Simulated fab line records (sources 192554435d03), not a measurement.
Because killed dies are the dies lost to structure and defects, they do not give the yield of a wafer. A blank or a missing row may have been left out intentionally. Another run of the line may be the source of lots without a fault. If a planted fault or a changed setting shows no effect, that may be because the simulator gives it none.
fab line records | flow n5-finfet
record: lots: 11 wafers: 31 last-day: 17
route steps=1938 shown MOL_CONTACT_COAG@545 PASSIVATION@1936
lots untouched by any fault: they come from a run of this same line in which no faults occurred
start-h: hours from the record's first day to the start of the lot's first wafer shown | wait-h: hours from the lot's prior step to this one | " same as the row above | L1.1+2: one row covering several wafers at once | - no value, or no start given | * or withheld: withheld | < > ~ a bound
route shown NAME@n: a module of which the file shows steps, and the number in the route of the first | usual: the fault-free wafers' mean and standard deviation | same: alike in all rows | chamber/n: place in a boat | sites: each site's reading | _std_site: the values' standard deviation | _edge_site: the outer-site mean with the inner-site mean subtracted | radius-mm: how far each site lies from the wafer's centre | mask NAME#n: copy n | behind: tool/chamber where the wafer was last shaped | hold: cause of the lot's hold/its duration in hours/its outcome | device: names the non-switching transistor (n, p or np) | end of line: the route-end tests of the same wafers | step lacking rows: just its recipe | killed: dies that structure and defects cost at the first sort, which is not the same as the wafer's yield | map: a wafer's dies, x killed, . not, _ none there
set.NAME: setting as actually run; set.NAME@STEP: the setting as run at that earlier step | model.NAME: the simulator's own value behind a step, which no gauge read
a sample of lots followed through the steps of the route, with each step as a table and each wafer as a row
services: when a tool's chamber went out of use (start-h, in hours from the record's first day, below 0 if earlier), for how many hours, and the reason
== steps ==
step: N5_MOL_CONTACT_COAG_SIL_ANNEAL_21
recipe: temp-c: 550 time-s: 60 ambient: N2
usual: lamp-power-pct: 6.52/0.081 wafer_temp_C_max: 552.8/1.3
same: time-s: 60
columns lot.wafer tool chamber start-h wait-h lamp-power-pct wafer_temp_C_max
L597.1 rtp-anneal-01 0 90.88 0.2 6.62 552.9
L597.2 " 0 " " 6.62 555.1
L597.3 " 0 " " 6.62 553.7
L598.2 rtp-anneal-01 0 96.43 0.2 6.62 553.5
L598.3 " 0 " " 6.60 553.6
L598.6 " 0 " " 6.61 554.8
L601.2 rtp-anneal-02 0 111.80 0.2 6.45 551.9
L601.4 " 0 " " 6.45 551.5
L601.6 " 0 " " 6.44 552.4
L606.3 rtp-anneal-02 0 148.41 0.4 6.45 551.8
L606.4 " 0 " " 6.45 551.6
L606.5 " 0 " " 6.45 551.6
L609.2 rtp-anneal-02 0 160.58 0.2 6.45 551.8
L609.3 " 0 " " 6.44 551.4
L609.4 " 0 " " 6.45 551.6
L613.4 rtp-anneal-02 0 191.87 0.3 6.46 551.5
L613.6 " 0 " " 6.45 551.9
L614.1 rtp-anneal-01 0 193.71 0.2 6.61 554.9
L614.2 " 0 " " 6.61 553.8
L616.1 rtp-anneal-02 0 205.48 0.2 6.44 551.3
L616.3 " 0 " " 6.46 551.9
L616.4 " 0 " " 6.45 551.9
L618.2 rtp-anneal-02 0 218.21 0.2 6.44 551.6
L618.3 " 0 " " 6.45 551.8
L618.5 " 0 " " 6.46 552.0
L619.1 rtp-anneal-02 0 224.59 0.2 6.45 551.8
L619.2 " 0 " " 6.45 552.1
L619.3 " 0 " " 6.45 552.1
L620.3 rtp-anneal-01 0 229.85 0.3 6.60 553.9
L620.4 " 0 " " 6.61 555.1
L620.6 " 0 " " 6.62 554.5
step: N5_MOL_CONTACT_COAG_PRE_CLEAN_141
recipe: gas: H2/He time-s: 60 temp-c: 300
usual: heater-power-w: 458/40
same: time-s: 60
columns lot.wafer tool chamber start-h wait-h heater-power-w
L597.1 pvd-sputter-03 - 92.88 2.0 505
L597.2 " - " " 402
L597.3 " - " " 354
L598.2 pvd-sputter-03 - 98.71 2.2 358
L598.3 " - " " 458
L598.6 " - " " 481
L601.2 pvd-sputter-03 - 112.26 0.4 355
L601.4 " - " " 420
L601.6 " - " " 453
L606.3 pvd-sputter-02 - 148.58 0.1 431
L606.4 " - " " 497
L606.5 " - " " 495
L609.2 pvd-sputter-02 - 160.89 0.3 462
L609.3 " - " " 419
L609.4 " - " " 461
L613.4 pvd-sputter-02 - 192.43 0.5 449
L613.6 " - " " 462
L614.1 pvd-sputter-02 - 194.65 0.9 494
L614.2 " - " " 482
L616.1 pvd-sputter-02 - 207.46 2.0 478
L616.3 " - " " 462
L616.4 " - " " 449
L618.2 pvd-sputter-02 - 218.89 0.6 444
L618.3 " - " " 419
L618.5 " - " " 465
L619.1 pvd-sputter-01 - 225.99 1.4 506
L619.2 " - " " 529
L619.3 " - " " 435
L620.3 pvd-sputter-02 - 230.08 0.2 423
L620.4 " - " " 505
L620.6 " - " " 500
step: N5_MOL_CONTACT_COAG_ANNEAL_113
recipe: temp-c: 400 time-s: 300 ambient: H2/N2
usual: lamp-power-pct: 2.81/0.034 wafer_temp_C_max: 402.2/0.92
same: time-s: 300
columns lot.wafer tool chamber start-h wait-h lamp-power-pct wafer_temp_C_max
L597.1 rtp-anneal-02 0 93.68 0.3 2.77 401.2
L597.2 " 0 " " 2.78 400.8
L597.3 " 0 " " 2.77 401.2
L598.2 rtp-anneal-01 0 99.65 0.5 2.84 402.0
L598.3 " 0 " " 2.84 402.7
L598.6 " 0 " " 2.84 402.7
L601.2 rtp-anneal-01 0 113.46 0.7 2.84 402.0
L601.4 " 0 " " 2.84 403.1
L601.6 " 0 " " 2.84 402.5
L606.3 rtp-anneal-02 0 149.88 0.6 2.77 401.3
L606.4 " 0 " " 2.77 401.1
L606.5 " 0 " " 2.78 401.1
L609.2 rtp-anneal-02 0 162.01 0.6 2.77 401.2
L609.3 " 0 " " 2.77 401.7
L609.4 " 0 " " 2.77 401.4
L613.4 rtp-anneal-02 0 193.70 0.5 2.77 401.0
L613.6 " 0 " " 2.77 401.7
L614.1 rtp-anneal-01 0 195.45 0.3 2.83 403.1
L614.2 " 0 " " 2.84 402.5
L616.1 rtp-anneal-01 0 208.26 0.3 2.84 403.6
L616.3 " 0 " " 2.84 403.7
L616.4 " 0 " " 2.84 403.0
L618.2 rtp-anneal-01 0 219.84 0.5 2.85 402.0
L618.3 " 0 " " 2.83 402.2
L618.5 " 0 " " 2.84 403.1
L619.1 rtp-anneal-01 0 226.78 0.3 2.84 403.3
L619.2 " 0 " " 2.84 403.4
L619.3 " 0 " " 2.85 403.1
L620.3 rtp-anneal-02 0 231.18 0.6 2.77 401.0
L620.4 " 0 " " 2.77 401.3
L620.6 " 0 " " 2.77 401.2
step: N5_MOL_CONTACT_COAG_COAT_76
recipe: resist: SiARC temp-c: 220 time-s: 60 spin-rpm: 1500 resist-thk-nm: 10
usual: chill-plate-temp-C: 23.02/0.1 spin-speed-rpm: 1499.9/1
same: time-s: 60
columns lot.wafer tool chamber start-h wait-h chill-plate-temp-C spin-speed-rpm
L597.1 litho-track-05 0 101.39 - 23.00 1500.3
L597.2 " 0 " " 22.90 1500.9
L597.3 " 0 " " 22.97 1499.0
L598.2 litho-track-03 0 105.89 - 23.04 1500.4
L598.3 " 0 " " 22.94 1500.4
L598.6 " 0 " " 23.04 1499.1
L601.2 litho-track-05 0 118.93 - 22.95 1499.8
L601.4 " 0 " " 22.98 1499.7
L601.6 " 0 " " 22.97 1499.3
L606.3 litho-track-05 0 155.34 - 22.98 1757.1
L606.4 " 0 " " 22.94 1757.2
L606.5 " 0 " " 22.93 1757.9
L609.2 litho-track-05 0 167.12 - 23.02 1758.7
L609.3 " 0 " " 23.04 1758.1
L609.4 " 0 " " 22.94 1758.5
L613.4 litho-track-02 0 198.48 - 23.07 1500.5
L613.6 " 0 " " 23.05 1501.1
L614.1 litho-track-03 0 201.74 - 22.83 1501.6
L614.2 " 0 " " 22.86 1499.5
L616.1 litho-track-03 0 213.02 - 23.12 1499.4
L616.3 " 0 " " 23.02 1500.1
L616.4 " 0 " " 22.96 1500.9
L618.2 litho-track-05 0 226.30 - 23.06 1500.7
L618.3 " 0 " " 23.11 1500.6
L618.5 " 0 " " 23.10 1499.8
L619.1 litho-track-05 0 233.66 - 23.10 1499.5
L619.2 " 0 " " 23.09 1499.5
L619.3 " 0 " " 23.09 1498.0
L620.3 litho-track-05 0 236.94 - 23.06 1496.0
L620.4 " 0 " " 22.96 1498.2
L620.6 " 0 " " 23.03 1500.3
step: N5_MOL_CONTACT_COAG_ETCH_90
recipe: chemistry: CF4 target: SiARC target-depth-a: 130 mask-material: CAR-EUV time-s: 21.7 ion-energy-ev: 80 pressure-mtorr: 40 source-w: 545 bias-w: 36 Ar_flow_sccm: 100 cf4-flow-sccm: 100 ends: cleared
usual: drypump-motor-current-A: 5.9/0.35 etch-rf-on-time-s: 21.8/0.53 mfc-ar-sccm: 100.0/0.33 oes-product-au: 0.67/0.077 rf-vpp-V: 184.3/1.1 showerhead-plenum-p-Torr: 2.15/0.055 throttle-valve-pct: 15.69/0.27
columns lot.wafer tool chamber start-h wait-h drypump-motor-current-A etch-rf-on-time-s mfc-ar-sccm oes-product-au rf-hours-counter-h rf-vpp-V showerhead-plenum-p-Torr throttle-valve-pct
L597.1 rie-diel-04 1 101.89 0.0 6.6 22.4 99.5 0.73 41 184.3 2.09 15.45
L597.2 " 2 " " 5.4 22.0 100.2 0.59 214 185.7 2.22 15.93
L597.3 " 3 " " 5.2 22.2 100.3 0.62 209 183.1 2.12 16.01
L598.2 rie-diel-02 2 106.51 0.0 6.0 21.7 100.1 0.70 71 184.8 2.18 15.34
L598.3 " 1 " " 6.3 21.4 100.3 0.79 9 184.7 2.19 15.58
L598.6 " 3 " " 5.6 22.1 99.8 0.62 - 187.0 2.22 15.71
L601.2 rie-diel-02 3 119.54 0.0 5.7 22.1 99.8 0.62 193 185.3 2.22 15.70
L601.4 " 2 " " 6.0 21.8 99.8 0.69 76 183.5 2.18 15.36
L601.6 " 1 " " 6.3 21.3 100.4 0.78 - 184.7 2.19 15.60
L606.3 rie-diel-01 3 156.02 0.0 5.6 19.8 99.6 0.69 118 182.7 2.16 15.93
L606.4 " 3 " " 5.6 19.6 99.6 0.69 - 184.3 2.16 15.92
L606.5 " 1 " " 5.8 20.0 99.6 0.83 - 184.7 2.19 15.36
L609.2 rie-diel-01 1 167.70 0.0 5.8 19.8 100.1 0.82 11 184.7 2.19 15.38
L609.3 " 0 " " 5.9 21.1 100.3 0.60 211 183.5 2.04 16.00
L609.4 " 3 " " 5.6 19.7 100.0 0.69 - 185.0 2.16 15.92
L613.4 rie-diel-02 1 198.97 0.0 6.3 21.5 100.3 0.73 - 186.8 2.18 15.65
L613.6 " 3 " " 5.7 21.7 99.8 0.61 - 186.9 2.21 15.75
L614.1 rie-diel-02 3 202.45 0.0 5.6 22.1 100.0 0.59 225 184.8 2.21 15.74
L614.2 " 0 " " 5.9 21.2 100.1 0.65 169 184.0 2.12 15.73
L616.1 rie-diel-04 3 213.58 0.0 5.2 22.2 100.5 0.59 245 182.8 2.11 16.07
L616.3 " 2 " " 5.4 22.0 99.7 0.57 247 186.4 2.21 15.98
L616.4 " 0 " " 5.9 21.0 99.9 0.78 31 185.2 2.17 15.07
L618.2 rie-diel-02 3 226.77 0.0 5.6 22.0 99.7 0.59 233 184.8 2.20 15.78
L618.3 " 2 " " 6.0 21.8 100.3 0.66 115 184.9 2.16 15.41
L618.5 " 2 " " 6.0 21.8 99.8 0.66 - 184.7 2.16 15.43
L619.1 rie-diel-02 0 234.11 0.0 5.9 21.5 99.7 0.62 181 185.3 2.12 15.76
L619.2 " 1 " " 6.3 21.6 99.8 0.72 54 184.1 2.18 15.68
L619.3 " 3 " " 5.6 22.2 100.3 0.59 236 183.8 2.20 15.80
L620.3 rie-diel-01 0 237.39 0.0 5.9 23.0 100.2 0.59 234 183.6 2.03 16.04
L620.4 " 2 " " 6.5 21.8 99.8 0.78 23 182.8 2.19 15.32
L620.6 " 0 " " 5.9 23.0 100.1 0.59 - 181.2 2.03 16.04
step: N5_PASSIVATION_PROBE_49
usual: killed_at_M0_to_M3: 33/9.1 killed_at_M4_up: 14/5.6 killed-at-contacts: 13/5.7 killed-at-front-end: 42/12 killed-at-other: 4/3 killed-dies: 105/16 killed-on-rim: 13/4 killed-open: 69/11 killed-short: 34/7.5
same: gross-dies: 1180 killed-at-back-side: 0
columns lot.wafer tool chamber start-h wait-h killed_at_M0_to_M3 killed_at_M4_up killed-at-contacts killed-at-front-end killed-at-other killed-dies killed-on-rim killed-open killed-short
L606.3 prober-02 - 310.98 0.1 52 15 13 20 5 105 18 68 36
L606.4 prober-02 - 311.03 0.2 29 12 11 37 4 93 12 51 39
L606.5 prober-02 - 311.08 0.2 27 12 11 23 0 73 7 53 20
L609.2 prober-02 - 326.55 0.1 32 20 10 37 3 102 11 72 28
L609.3 prober-02 - 326.60 0.1 14 21 16 31 6 88 6 63 24
L609.4 prober-02 - 326.65 0.2 31 19 7 39 7 103 13 58 33
killed by level:class
L606.3 BEOL_M2:geometric-particle:open=20 MOL_CONTACT_COAG:geometric-particle:open=12 BEOL_M2:geometric-particle:short=7 BEOL_M3:geometric-particle:open=7 GATE_CUT:geometric-particle:short=6 BEOL_M1:geometric-particle:short=5 BEOL_M0_SAQP:geometric-particle:short=4 BEOL_M1:geometric-particle:open=4
L606.4 MOL_CONTACT_COAG:geometric-particle:open=10 STARTING-WAFER:geometric-particle:short=8 BEOL_M3:geometric-particle:open=7 BEOL_M2:geometric-particle:open=6 GATE_CUT:geometric-particle:short=5 BEOL_M0:geometric-particle:open=5 BEOL_M4:geometric-particle:open=5 BEOL_M4:geometric-particle:short=4
L606.5 MOL_CONTACT_COAG:geometric-particle:open=8 BEOL_M4:geometric-particle:open=8 FIN_SAQP:geometric-particle:open=5 BEOL_M0_SAQP:geometric-particle:open=5 BEOL_M3:geometric-particle:open=5 BEOL_M1:geometric-particle:open=4 BEOL_M2:geometric-particle:open=4 BEOL_M3:geometric-particle:short=4
L609.2 FIN_SAQP:geometric-particle:open=15 BEOL_M4:geometric-particle:open=8 BEOL_M0_SAQP:geometric-particle:short=7 BEOL_M1:geometric-particle:open=7 BEOL_M3:geometric-particle:open=7 DUMMY_GATE:geometric-particle:open=6 MOL_CONTACT_COAG:geometric-particle:open=6 BEOL_M0_SAQP:geometric-particle:open=6
L609.3 MOL_CONTACT_COAG:geometric-particle:open=13 FIN_SAQP:geometric-particle:open=8 BEOL_M4:geometric-particle:open=8 DUMMY_GATE:geometric-particle:open=7 BEOL_M0_SAQP:geometric-particle:open=5 STI_FIN_REVEAL:geometric-particle:open=4 BEOL_M2:geometric-particle:open=4 FIN_SAQP:geometric-particle:short=3
L609.4 FIN_SAQP:geometric-particle:open=16 HKMG_FIN:area-etch=10 BEOL_M3:geometric-particle:open=8 BEOL_M0_SAQP:geometric-particle:short=7 BEOL_M0_SAQP:geometric-particle:open=6 BEOL_M4:geometric-particle:open=6 BEOL_M4:geometric-particle:short=6 MOL_CONTACT_COAG:geometric-particle:open=4
== services ==
columns tool chamber start-h hours kind
rie-diel-01 - 72.88 0.5 repair
rie-diel-04 0 86.02 - clean
rie-diel-04 0 86.02 - consumable-replace:focus-ring
rie-diel-04 0 86.02 22.5 scheduled-down
rie-diel-04 0 86.02 22.5 vent-cycle
pvd-sputter-01 - 96.45 1.4 repair
pvd-sputter-03 - 96.64 1.2 repair
rie-diel-01 1 118.84 - clean
rie-diel-01 1 118.84 - consumable-replace:focus-ring
rie-diel-01 1 118.84 22.1 scheduled-down
rie-diel-01 1 118.84 22.1 vent-cycle
pvd-sputter-01 - 129.27 6.9 repair
rie-diel-04 3 133.21 1.2 repair
rie-diel-01 2 154.11 - clean
rie-diel-01 2 154.11 - consumable-replace:focus-ring
pvd-sputter-01 - 161.78 0.8 repair
rie-diel-04 2 220.67 - clean
rie-diel-04 2 220.67 - consumable-replace:focus-ring
rie-diel-04 2 220.67 14.0 scheduled-down
rie-diel-04 2 220.67 14.0 vent-cycle
rie-diel-02 2 231.84 21.6 repair
rie-diel-04 3 234.81 - clean
rie-diel-04 3 234.81 - consumable-replace:focus-ring
rie-diel-04 3 234.81 14.7 scheduled-down
== key ==
first-sign: step: N5_MOL_CONTACT_COAG_COAT_76 reading: spin-speed-rpm direction: up sigmas: 99+ usual: * struck: *
effect: step: N5_MOL_CONTACT_COAG_ETCH_90 reading: etch-rf-on-time-s direction: down sigmas: 3.4 usual: * struck: *
met-at N5_MOL_CONTACT_COAG_COAT_76
struck-lots L606,L609
tester-left-out L606,L609
baseline-loss: step: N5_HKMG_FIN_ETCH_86 wafers: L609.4
not-acting-at N5_MOL_CONTACT_COAG_SIL_ANNEAL_21,N5_MOL_CONTACT_COAG_PRE_CLEAN_141,N5_MOL_CONTACT_COAG_ANNEAL_113
onset-between 118.93 155.34
fault: kind: process-parameter-drift tool: litho-track-05 chamber: - onset-h: 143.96 steps: N5_MOL_CONTACT_COAG_COAT_76 channel: spin-rpm offset: * shape: step end-h: 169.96 acts-in: * stated: *
tester-left-out: of these lots the tester's yield and bins aren't shown, on N5 and GAA mostly nor the transistor test; their killed dies are dies lost to structure and defects alone, not to doping, threshold or leakage, so they don't give the yield
baseline-loss: these wafers lose ten dies or more at that step, a loss of the line's own and not of a fault; the sort's usual values leave them out
